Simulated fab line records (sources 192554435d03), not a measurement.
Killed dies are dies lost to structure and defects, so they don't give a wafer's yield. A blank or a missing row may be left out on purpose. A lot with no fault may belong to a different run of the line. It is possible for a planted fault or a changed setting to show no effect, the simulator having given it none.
The tool behind it: which one?    flow n5Finfet    10 lots, 28 wafers sampled, at 5 steps of a route of 1938

== WHAT EACH GAUGE READ, for each wafer ==
N5_BEOL_M4_RC_MEAS_101.
lot   measured      on         DIBL_N (mV/V)   DIBL_P (mV/V)   IOFF_N (nA/um)     IOFF_P (nA/um)  ION_N (uA/um)  ION_P (uA/um)  SS_N (mV/dec)   SS_P (mV/dec)   VT_N (mV)    VT_P (mV)
L877  day 8 07:10   prober-01  34.1 36.9 33.7  34.5 37.5 33.5  0.128 0.173 0.118  0.17 0.22 0.15  666 693 665    456 473 452    72.0 71.0 71.2  72.5 73.4 72.2  252 248 255  -252 -248 -255
L881  day 9 12:30   prober-01  36.7 35.7 34.9  38.2 37.7 35.4  0.177 0.172 0.150  0.22 0.22 0.18  677 671 657    454 461 447    70.9 71.7 71.5  74.5 73.8 73.5  250 249 252  -250 -252 -254
L885  day 10 18:43  prober-02  36.3 37.7       36.7 38.8       0.166 0.180        0.23 0.26       679 672        463 458        72.5 72.1       72.7 73.5       248 248      -246 -247
L886  day 10 20:14  prober-01  38.9 38.3 37.0  40.7 39.9 38.5  0.232 0.210 0.171  0.32 0.31 0.26  697 696 671    482 487 474    72.8 71.8 72.0  74.6 74.6 73.7  244 245 252  -243 -243 -245
L887  day 10 22:04  prober-02  35.3 35.9 36.4  34.1 35.1 35.6  0.138 0.154 0.165  0.19 0.20 0.21  681 678 694    470 472 474    70.5 70.8 72.1  73.3 72.9 73.4  251 250 247  -252 -251 -250
L888  day 10 22:27  prober-01  35.6 36.5       34.9 37.6       0.155 0.178        0.22 0.27       652 689        457 474        71.7 71.2       72.7 74.2       250 247      -248 -246
L893  day 12 22:20  prober-02  37.0 38.7 38.2  37.9 39.9 40.1  0.177 0.218 0.195  0.24 0.30 0.29  694 711 689    478 482 480    72.3 72.2 72.1  73.2 74.3 73.8  245 244 244  -245 -244 -244
L894  day 13 09:56  prober-01  34.8 36.2 36.8  34.0 35.5 35.9  0.146 0.154 0.174  0.17 0.20 0.21  687 681 699    463 469 468    70.9 71.5 71.2  72.3 73.7 73.0  247 248 247  -252 -250 -250
L896  day 13 06:37  prober-02  31.8 32.8 35.6  33.0 34.9 37.3  0.115 0.123 0.171  0.18 0.21 0.24  667 663 681    461 468 471    70.8 71.1 71.3  72.4 73.2 73.8  256 254 249  -250 -246 -247
L898  day 13 14:01  prober-01  37.1 37.2 38.8  39.3 38.6 40.2  0.192 0.181 0.234  0.30 0.27 0.31  682 677 687    472 469 468    70.9 72.6 72.1  74.7 73.8 74.1  245 247 244  -242 -246 -242

== WHAT TOOL EACH LOT RAN ON (gives the tool, then ch and the chambers of the sampled wafers, and finally the start) ==
lot   N5_BEOL_M3_EXPOSE_25              N5_BEOL_M3_DESCUM_33               N5_BEOL_M3_ETCH_69                 N5_BEOL_M3_ALD_98
L877  euvScanner-01 ch 0, day 7 16:53   rieDiel-02 ch 0,3, day 7 17:09     rieDiel-02 ch 0,3, day 7 17:12     aldSin-02 ch 1,3, day 7 17:29
L881  euvScanner-01 ch 0, day 8 15:34   rieDiel-05 ch 0,1,3, day 8 15:50   rieDiel-05 ch 0,1,3, day 8 15:53   aldSin-02 ch 0,3, day 8 16:03
L885  euvScanner-01 ch 0, day 9 17:44   rieDiel-05 ch 1,2, day 9 17:59     rieDiel-05 ch 1,2, day 9 18:02     aldSin-03 ch 2,3, day 9 18:07
L886  euvScanner-01 ch 0, day 9 20:52   rieDiel-02 ch 0,3, day 9 21:08     rieDiel-02 ch 0,3, day 9 21:11     aldSin-01 ch 1,3, day 9 21:38
L887  euvScanner-02 ch 0, day 10 00:49  rieDiel-05 ch 0,2,3, day 10 01:11  rieDiel-05 ch 0,2,3, day 10 01:15  aldSin-02 ch 1,2,3, day 10 01:20
L888  euvScanner-02 ch 0, day 10 01:34  rieDiel-02 ch 0,3, day 10 01:49    rieDiel-02 ch 0,3, day 10 01:52    aldSin-02 ch 1,3, day 10 01:57
L893  euvScanner-01 ch 0, day 12 02:09  rieDiel-01 ch 0,1,2, day 12 02:25  rieDiel-01 ch 0,1,2, day 12 02:28  aldSin-02 ch 0,2,3, day 12 02:33
L894  euvScanner-01 ch 0, day 12 10:04  rieDiel-02 ch 0,2,3, day 12 10:20  rieDiel-02 ch 0,2,3, day 12 10:23  aldSin-01 ch 0,2,3, day 12 10:35
L896  euvScanner-01 ch 0, day 12 14:50  rieDiel-02 ch 0,1, day 12 15:06    rieDiel-02 ch 0,1, day 12 15:09    aldSin-03 ch 2,3, day 12 15:44
L898  euvScanner-02 ch 0, day 12 19:43  rieDiel-02 ch 0,1, day 12 19:59    rieDiel-02 ch 0,1, day 12 20:02    aldSin-02 ch 0,1,3, day 12 20:07
- N5_BEOL_M3_EXPOSE_25: exposes mask V2, defocus 5 nm.
- N5_BEOL_M3_DESCUM_33: chemistry O2, time 7 s.
- N5_BEOL_M3_ETCH_69: etches SiARC in CF4, target depth 15.6 nm, time 26 s.
- N5_BEOL_M3_ALD_98: deposits SiO2, target thk 2.5 nm, pulse time 1 s, co reactant pulse time 1 s.

== WHAT THE TOOLS THEMSELVES READ (means of the sampled wafers that have a number; where no wafer has one, the mark that the record gives instead) ==
N5_BEOL_M3_EXPOSE_25.
lot   tool           exposureDoseMJCm2  stageMsdNm (nm)
L877  euvScanner-01  62.85              0.809
L881  euvScanner-01  62.83              0.811
L885  euvScanner-01  62.80              0.814
L886  euvScanner-01  62.78              0.810
L887  euvScanner-02  62.75              0.818
L888  euvScanner-02  62.72              0.819
L893  euvScanner-01  64.39              0.805
L894  euvScanner-01  64.06              0.805
L896  euvScanner-01  63.79              0.806
L898  euvScanner-02  62.73              0.821

N5_BEOL_M3_DESCUM_33.
lot   tool        chamberPressureMTorr (mTorr)  drypumpMotorCurrentA (A)  oesProductAu (a.u.)  rfFwdPowerW (W)  rfVppV (V)  showerheadPlenumPTorr (Torr)  throttleValvePct (%)
L877  rieDiel-02  19.996                        5.8                       0.72                 49.20            241.6       2.03                          20.44
L881  rieDiel-05  20.009                        5.7                       0.76                 49.56            244.0       2.12                          20.62
L885  rieDiel-05  19.994                        5.7                       0.72                 49.69            242.4       2.08                          20.64
L886  rieDiel-02  20.002                        5.8                       0.72                 49.37            243.2       2.06                          20.40
L887  rieDiel-05  19.996                        5.7                       0.75                 49.38            243.6       2.17                          20.46
L888  rieDiel-02  19.993                        5.8                       0.71                 49.36            242.5       2.04                          20.43
L893  rieDiel-01  20.014                        6.2                       0.77                 49.30            242.5       2.09                          20.53
L894  rieDiel-02  20.001                        5.5                       0.71                 49.46            242.5       2.04                          20.39
L896  rieDiel-02  20.036                        6.0                       0.71                 49.29            243.9       2.13                          20.45
L898  rieDiel-02  20.011                        6.0                       0.71                 49.34            243.9       2.13                          20.45

N5_BEOL_M3_ETCH_69.
lot   tool        chamberPressureMTorr (mTorr)  drypumpMotorCurrentA (A)  etchRfOnTimeS (s)  oesProductAu (a.u.)  rfFwdPowerW (W)  rfVppV (V)  showerheadPlenumPTorr (Torr)  throttleValvePct (%)
L877  rieDiel-02  40.03                         5.9                       26.2               0.61                 531.3            183.5       2.08                          15.65
L881  rieDiel-05  40.00                         5.7                       26.3               0.65                 532.9            183.5       2.17                          15.77
L885  rieDiel-05  40.02                         5.7                       27.0               0.60                 533.6            183.5       2.12                          15.86
L886  rieDiel-02  39.99                         5.8                       25.8               0.61                 531.4            184.8       2.11                          15.63
L887  rieDiel-05  40.02                         5.7                       26.2               0.63                 533.3            184.9       2.21                          15.66
L888  rieDiel-02  40.02                         5.8                       25.9               0.61                 532.9            183.1       2.09                          15.66
L893  rieDiel-01  40.01                         6.1                       26.5               0.65                 533.1            184.2       2.14                          15.74
L894  rieDiel-02  40.01                         5.5                       25.8               0.60                 533.4            183.4       2.09                          15.66
L896  rieDiel-02  40.02                         6.0                       25.7               0.61                 530.5            184.0       2.19                          15.70
L898  rieDiel-02  39.99                         6.0                       25.6               0.60                 530.5            184.8       2.18                          15.70

N5_BEOL_M3_ALD_98.
lot   tool       chamberPressureTorr (Torr)  heaterPowerW (W)  precursorPulseHeightRel
L877  aldSin-02  1.997                       75                1.014
L881  aldSin-02  2.000                       71                1.002
L885  aldSin-03  1.998                       82                1.010
L886  aldSin-01  1.999                       76                0.993
L887  aldSin-02  2.002                       77                0.989
L888  aldSin-02  1.999                       78                0.982
L893  aldSin-02  1.996                       72                0.999
L894  aldSin-01  2.000                       83                1.013
L896  aldSin-03  2.002                       84                1.001
L898  aldSin-02  2.003                       72                0.993

== THE ANSWER, worked out from the rows above alone ==
Rule: the usual values come from the lots themselves. The widest of any qualifying gaps counts: lots, ordered by their means at a reading, are off when they make up no more than a third of the lots, leave a main group of 4 or more, and stand apart from it by 3 or more times the standard deviation of that group's means. A main group is skipped when, at the precision printed for the reading in the tables above, its means are all equal. Also off: a lot with no number at a reading for which 4 or more lots have one. Any other lot the step has rows for is counted as sound. The gauges are gone through in route order, then the tools' own readings, and for those a lot's mean is taken as printed above. At the first step where some lot is off, the reading lying furthest off is the one used; lots without a number count as furthest.
Off: L893, L894, L896, at N5_BEOL_M3_EXPOSE_25 (exposureDoseMJCm2). Main group: mean 62.78, sd 0.046.
A tool fits if, at that step or a process step before it, it ran every lot that is off, and no sound lot after the first of them. One fits: euvScanner-01 at N5_BEOL_M3_EXPOSE_25. A fault onset in the window from L886 (day 9 20:52, its last sound lot) to L893 (day 12 02:09, its first lot off) fits.
On the lots that are off, the tool's own readings at N5_BEOL_M3_EXPOSE_25 differ by more than 5 times the standard deviation of the sound lots' means, which bears it out; exposureDoseMJCm2 reads 64.08 there versus 62.78 on the sound lots.

== WHAT HAD BEEN PUT IN BY THE SIMULATOR ==
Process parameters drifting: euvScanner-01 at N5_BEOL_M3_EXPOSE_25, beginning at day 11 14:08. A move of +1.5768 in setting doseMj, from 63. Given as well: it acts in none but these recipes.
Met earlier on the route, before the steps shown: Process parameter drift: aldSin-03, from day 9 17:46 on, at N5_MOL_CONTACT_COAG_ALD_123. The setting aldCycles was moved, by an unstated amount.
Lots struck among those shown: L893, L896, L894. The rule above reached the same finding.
